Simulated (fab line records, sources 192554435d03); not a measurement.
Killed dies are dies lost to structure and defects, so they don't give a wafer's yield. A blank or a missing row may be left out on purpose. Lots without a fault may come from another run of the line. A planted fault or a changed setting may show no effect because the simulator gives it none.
Chamber matching | flow n5_finfet | N5_BEOL_M0_ETCH_138 on rie_diel-02: 4 sister chambers
The step etches SiCN in CH3F/O2, target depth 12 nm, time 31.6 s. 4 wafers are shown with their chamber, then 8 later ones without.

WAFERS WITH THEIR CHAMBER
wafer  | chamber | drypump_motor_current_A (A)
L086.2 | 3       | 6.6
L086.3 | 2       | 5.7
L089.5 | 1       | 5.6
L090.1 | 0       | 6.1

WAFERS WITHOUT THEIR CHAMBER
wafer  | drypump_motor_current_A (A)
L090.5 | 6.6
L090.6 | 6.2
L091.2 | 5.7
L091.5 | 5.7
L091.6 | 6.6
L092.1 | 6.6
L092.2 | 5.6
L092.4 | 6.6

WHICH CHAMBER EACH WENT THROUGH
wafer  | from the rows above | in truth
L090.5 | 3                   | 3
L090.6 | 0                   | 0
L091.2 | 2                   | 2
L091.5 | 2                   | 2
L091.6 | 3                   | 3
L092.1 | 3                   | 3
L092.2 | 1                   | 1
L092.4 | 3                   | 3
Placed correctly: 8 of 8. Can't be placed from these rows: 0. Placed wrongly: 0.
How it was worked out, from the rows above alone: a wafer's distance from a chamber is the root of the sum, over the readings, of the square of ((its reading less the chamber's mean) divided by the reading's scatter). The wafer belongs to the nearest chamber; if the next one is less than 2 further off, it can't be placed. A chamber's mean is the mean of its shown wafers. The scatter: with one shown wafer a chamber, the root of the mean of the squares of how far each hidden wafer lies from its nearest shown one.
